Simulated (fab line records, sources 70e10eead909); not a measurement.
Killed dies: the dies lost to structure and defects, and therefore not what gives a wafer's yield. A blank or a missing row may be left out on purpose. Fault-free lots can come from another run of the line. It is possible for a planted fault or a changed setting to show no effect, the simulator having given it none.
A lot that was struck, set against a sound lot	flow nandHarc	43 out of 1302 route steps
Sound: wafers L769.2, L769.4, L769.5. Wafers struck: L775.1, L775.2, L775.5. Last of all comes the cause.
For every step that has rows: the tool of each side, followed by ch and its chambers, followed by its first start. Under that, the readings that differ: sound wafers	struck wafers	difference of the means	sigmas: that difference in standard deviations of wafers without a fault.
alike: a reading whose means differ by less than 2 such deviations, as well as words and numbers matching on both sides. not compared: withheld readings; readings where some wafer has no value; bounds like >300 that might hide an equal value; numbers whose values overlap and for which the record gives no deviation.
Wherever a step has rows on one side only, a row that says differs or no value, or a row with sigmas, the two part there. Numbers that don't overlap but have no deviation are shown without sigmas and don't part them. A reading missing from all wafers of one side parts the sides only when that side holds two or more wafers.

first, 2 steps without rows for these wafers: NHARC_P_STI_SRD_39; NHARC_P_STI_OXIDE_40 (material SiO2, target thk 10 nm, ox time 1362 s).
NHARC_P_STI_INSPECT_25:
  sound: defectInspect-02 at day 4 13:55; struck: defectInspect-01 at day 7 04:11
  alike: rawDefectCount
then, 9 steps without rows for these wafers: NHARC_P_GATE_ETCH_69 (etches SiO2 in dHF, target depth 14 nm); NHARC_P_GATE_PRECLEAN_70 (cleans in SC1); NHARC_P_GATE_SRD_01; NHARC_P_GATE_OXIDE_02 (material SiO2, target thk 37.5 nm, ox time 365 s); NHARC_P_GATE_DEHYDRATE_03 (time 120 s); NHARC_P_GATE_HMDS_04 (time 30 s); NHARC_P_GATE_COAT_05; NHARC_P_GATE_SOFTBAKE_06 (time 95 s); NHARC_P_GATE_EBR_07.
NHARC_P_GATE_EXPOSE_08: exposes mask P HV.
  sound on krfScanner-04 ch 0, day 4 22:23; struck on krfScanner-04 ch 0, day 7 12:23
reading	sound	struck	difference	sigmas
model.P_GATE.overlayXNm (nm)	1.206 1.206 1.206	145.9 145.9 145.9	+144.7	
  alike: mask
then, 2 steps without rows for these wafers: NHARC_P_GATE_PEB_09 (peb time 85 s); NHARC_P_GATE_DEVELOP_10 (time 70 s).
NHARC_P_GATE_CD_MEAS_11: target cd 1640 nm.
  sound on cdSem-02 ch 0, day 4 22:32; struck on cdSem-01 ch 0, day 7 12:32
  alike: cdNm
then, 1 step without rows for these wafers: NHARC_P_GATE_HARDBAKE_12 (time 80 s).
NHARC_P_GATE_DESCUM_13: chemistry O2, time 3 s.
  sound on rieDiel-07 ch 1,2,3, day 4 22:42; struck on rieDiel-07 ch 0,3, day 7 12:42
  alike: drypumpMotorCurrentA, oesProductAu, rfVppV, showerheadPlenumPTorr, throttleValvePct
  not compared: rfHoursCounterH
then, 7 steps without rows for these wafers: NHARC_P_GATE_ETCH_14 (etches SiO2 in dHF, target depth 48.8 nm); NHARC_P_GATE_STRIP_15 (strips in SPM, time 780 s); NHARC_P_GATE_PRECLEAN_71 (cleans in SC1); NHARC_P_GATE_SRD_72; NHARC_P_GATE_OXIDE_16 (material SiO2, target thk 3 nm, ox time 392 s); NHARC_P_GATE_CVD_17 (deposits poly-Si, target thk 150 nm, time 900 s); NHARC_P_GATE_HM_DEP_102 (deposits aC, target thk 120 nm).
NHARC_P_GATE_DEP_103: deposits SiON, target thk 30 nm.
  sound on pecvd-01 ch 1,2, day 5 11:46; struck on pecvd-01 ch 0,1, day 8 01:59
  alike: heaterPowerW, susceptorTempC
then, 8 steps without rows for these wafers: NHARC_P_GATE_DEHYDRATE_18 (time 120 s); NHARC_P_GATE_HMDS_19 (time 30 s); NHARC_P_GATE_COAT_20 (resist thk 90 nm); NHARC_P_GATE_SOFTBAKE_21 (time 55 s); NHARC_P_GATE_EBR_22; NHARC_P_GATE_EXPOSE_23 (exposes mask P GATE, target cd 120 nm); NHARC_P_GATE_PEB_24 (peb time 65 s); NHARC_P_GATE_DEVELOP_25 (develop time 35 s).
NHARC_P_GATE_CD_MEAS_26: target cd 120 nm.
  sound on cdSem-02 ch 0, day 5 12:24; struck on cdSem-02 ch 0, day 8 02:30
  alike: cdNm
NHARC_P_GATE_OVL_MEAS_27:
  sound: overlay-01 at day 5 12:29; struck: overlay-01 at day 8 02:35
  alike: overlayXNm, overlayYNm
NHARC_P_GATE_INSPECT_28:
  sound: defectInspect-02 at day 5 12:31; struck: defectInspect-02 at day 8 02:37
  alike: rawDefectCount
then, 1 step without rows for these wafers: NHARC_P_GATE_DESCUM_31 (chemistry O2, time 3 s).
NHARC_P_GATE_ETCH_104: etches the open film in CF4/CHF3, target depth 60 nm.
  sound on rieDiel-04 ch 0,2, day 5 12:40; struck on rieDiel-04 ch 0,2, day 8 02:46
  alike: drypumpMotorCurrentA, oesProductAu, rfVppV, showerheadPlenumPTorr, throttleValvePct
NHARC_P_GATE_HM_OPEN_105: chemistry O2/COS, target depth 360 nm.
  sound on rieDiel-04 ch 1,2; struck on rieDiel-04 ch 0,1,3
  alike: drypumpMotorCurrentA, oesProductAu, rfVppV, showerheadPlenumPTorr, throttleValvePct
  not compared: rfHoursCounterH
then, 1 step without rows for these wafers: NHARC_P_GATE_STRIP_106 (strips in O2/COS).
NHARC_P_GATE_ETCH_114: etches the open film in CF4/O2, target depth 30 nm, overetch 3 nm, time 16.5 s.
  sound on rieDiel-04 ch 0,1,3; struck on rieDiel-04 ch 0,1,3
  alike: drypumpMotorCurrentA, oesProductAu, rfVppV, showerheadPlenumPTorr, throttleValvePct
  not compared: rfHoursCounterH
-- jump in the record: it breaks off in module P_GATE and resumes in module END (first step shown: number 1302 of the route), and 19 days separate the struck wafers' starts before and after --
NHARC_END_SORT_01:
  only the struck wafers appear in the record here, on prober-01 ch 0 at day 27 07:24; the sound ones have no rows

WHERE THEY PART
Only at NHARC_END_SORT_01, within this record.

WHY: the cause the simulator had injected
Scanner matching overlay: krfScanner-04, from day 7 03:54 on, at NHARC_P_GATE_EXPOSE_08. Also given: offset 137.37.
